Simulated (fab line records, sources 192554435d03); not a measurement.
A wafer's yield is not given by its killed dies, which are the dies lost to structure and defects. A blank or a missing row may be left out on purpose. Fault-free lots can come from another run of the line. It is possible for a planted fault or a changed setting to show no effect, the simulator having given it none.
Chamber matching ; flow n5-finfet ; 4 sister chambers for N5_BEOL_M10_ETCH_62 on rie-diel-04
The step etches SOC in N2/H2, target depth 110 nm, overetch 22 nm, time 165 s. 20 wafers are shown with their chamber, then 10 later ones without.

## EACH WAFER AND ITS CHAMBER
wafer;chamber;showerhead-plenum-p-Torr (Torr);throttle-valve-pct (%);drypump-motor-current-A (A)
L081.3;1;2.63;18.24;6.6
L081.5;1;2.63;18.24;6.6
L081.6;0;2.49;17.71;5.8
L082.1;3;2.68;17.59;5.4
L082.4;0;2.48;17.71;5.9
L082.5;3;2.68;17.59;5.4
L080.1;1;2.62;18.26;6.6
L080.5;1;2.63;18.25;6.6
L080.6;0;2.48;17.70;5.9
L084.1;3;2.68;17.60;5.4
L084.2;0;2.48;17.72;5.8
L084.6;0;2.48;17.73;5.9
L085.3;1;2.62;18.27;6.6
L085.4;3;2.68;17.60;5.4
L085.5;1;2.62;18.28;6.6
L086.1;0;2.48;17.71;5.8
L086.2;1;2.62;18.27;6.7
L086.5;2;2.55;17.93;5.7
L089.1;0;2.47;17.75;5.8
L089.2;1;2.62;18.28;6.6

SIGNATURES (averages over the wafers above)
reading;chamber 0;chamber 1;chamber 2;chamber 3;scatter within a chamber
showerhead-plenum-p-Torr;2.4800;2.6238;2.5500;2.6800;0.00492
throttle-valve-pct;17.7186;18.2613;17.9300;17.5950;0.0152
drypump-motor-current-A;5.843;6.612;5.700;5.400;0.0402
Rule: a wafer lies at a distance from a chamber equal to the root of the sum of squares, over the readings, of (its reading less the chamber's mean, divided by the reading's scatter). If the next closest chamber is less than 2 further off than the closest, the wafer can't be placed; otherwise it belongs to the closest. The scatter: take each reading less its chamber's mean, square it, sum over the shown wafers, divide by the number of wafers less the number of chambers, and take the root.

## WAFERS WITH NO CHAMBER GIVEN
wafer;showerhead-plenum-p-Torr (Torr);throttle-valve-pct (%);drypump-motor-current-A (A)
L089.4;2.55;17.95;5.7
L092.2;2.67;17.63;5.4
L092.4;2.55;17.95;5.7
L092.6;2.47;17.75;5.8
L096.1;2.61;18.30;6.6
L096.2;2.54;17.96;5.7
L096.5;2.61;18.30;6.6
L097.2;2.47;17.75;5.8
L097.3;2.54;17.96;5.7
L097.4;2.61;18.31;6.6

## CHAMBER TAKEN BY EACH
wafer;from the rows above;in truth
L089.4;2;2
L092.2;3;3
L092.4;2;2
L092.6;0;0
L096.1;1;1
L096.2;2;2
L096.5;1;1
L097.2;0;0
L097.3;2;2
L097.4;1;1
Placed correctly: 10 of 10. Can't be placed from these rows: 0. Number placed wrongly: 0.
